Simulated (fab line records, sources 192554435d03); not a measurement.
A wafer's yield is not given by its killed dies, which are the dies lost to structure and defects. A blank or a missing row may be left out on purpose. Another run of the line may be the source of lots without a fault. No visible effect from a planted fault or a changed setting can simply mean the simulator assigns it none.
Chamber matching -- flow n5 finfet -- N5_BEOL_M10_DESCUM_33 on rie diel-02 has 4 sister chambers
The step chemistry O2, time 7.9 s. 4 wafers are shown with their chamber, then 7 later ones without.

## WAFERS WITH THEIR CHAMBER
wafer,chamber,showerhead plenum p Torr (Torr)
L081.1,1,2.10
L088.2,0,1.99
L090.3,3,2.17
L090.4,2,1.98

## WAFERS WITHOUT THEIR CHAMBER
wafer,showerhead plenum p Torr (Torr)
L090.6,1.99
L092.3,1.98
L092.5,2.17
L092.6,2.09
L094.3,1.98
L094.5,1.98
L094.6,2.24

## THE CHAMBER EACH PASSED THROUGH
wafer,from the rows above,in truth
L090.6,can't be placed: 0 or 2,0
L092.3,can't be placed: 2 or 0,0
L092.5,3,3
L092.6,1,1
L094.3,can't be placed: 2 or 0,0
L094.5,can't be placed: 2 or 0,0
L094.6,3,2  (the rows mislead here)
Correct placement for 2 of the 7. From these rows, 4 cannot be placed; in 4 the true chamber is one of the candidates. Placed wrongly: 1.
How it was worked out, from the rows above alone: a wafer's distance from a chamber is the root of the sum, over the readings, of the square of ((its reading less the chamber's mean) divided by the reading's scatter). If the next closest chamber is less than 2 further off than the closest, the wafer can't be placed; otherwise it belongs to the closest. For every chamber, the mean is computed from those of its wafers that are shown. The scatter: root of mean squared gap, hidden wafer to nearest shown wafer, with one shown wafer a chamber.
